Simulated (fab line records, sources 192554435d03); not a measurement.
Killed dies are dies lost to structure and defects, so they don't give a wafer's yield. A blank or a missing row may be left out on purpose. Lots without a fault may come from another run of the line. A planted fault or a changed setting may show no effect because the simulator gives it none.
Chamber matching | flow n5_finfet | N5_SDB_ETCH_17 on rie_diel-04: 4 sister chambers
The step etches SiARC in CF4, target depth 23.4 nm, time 39 s. 8 wafers are shown with their chamber, then 9 later ones without.

WAFERS WITH THEIR CHAMBER
wafer  | chamber | drypump_motor_current_A (A) | showerhead_plenum_p_Torr (Torr)
L080.3 | 2       | 6.3                         | 2.10
L081.2 | 3       | 5.1                         | 2.16
L083.1 | 1       | 5.8                         | 2.04
L083.5 | 0       | 5.7                         | 2.21
L083.6 | 3       | 5.1                         | 2.16
L088.3 | 1       | 5.8                         | 2.04
L088.4 | 2       | 6.3                         | 2.10
L088.5 | 0       | 5.8                         | 2.20

WAFERS WITHOUT THEIR CHAMBER
wafer  | drypump_motor_current_A (A) | showerhead_plenum_p_Torr (Torr)
L089.1 | 6.3                         | 2.10
L089.2 | 5.7                         | 2.20
L089.6 | 5.9                         | 2.04
L094.1 | 6.3                         | 2.09
L094.4 | 5.8                         | 2.20
L094.5 | 6.3                         | 2.09
L095.1 | 6.3                         | 2.09
L095.4 | 5.7                         | 2.20
L095.6 | 5.7                         | 2.20

WHICH CHAMBER EACH WENT THROUGH
wafer  | from the rows above | in truth
L089.1 | 2                   | 2
L089.2 | 0                   | 0
L089.6 | 1                   | 1
L094.1 | 2                   | 2
L094.4 | 0                   | 0
L094.5 | 2                   | 2
L095.1 | 2                   | 2
L095.4 | 0                   | 0
L095.6 | 0                   | 0
Placed correctly: 9 of 9. Can't be placed from these rows: 0. Placed wrongly: 0.
How it was worked out, from the rows above alone: a wafer's distance from a chamber is the root of the sum, over the readings, of the square of ((its reading less the chamber's mean) divided by the reading's scatter). The wafer belongs to the nearest chamber; if the next one is less than 2 further off, it can't be placed. A chamber's mean is the mean of its shown wafers. The scatter: the root of (the sum of the squares of (reading less its chamber's mean) over the shown wafers, divided by (wafers less chambers)).
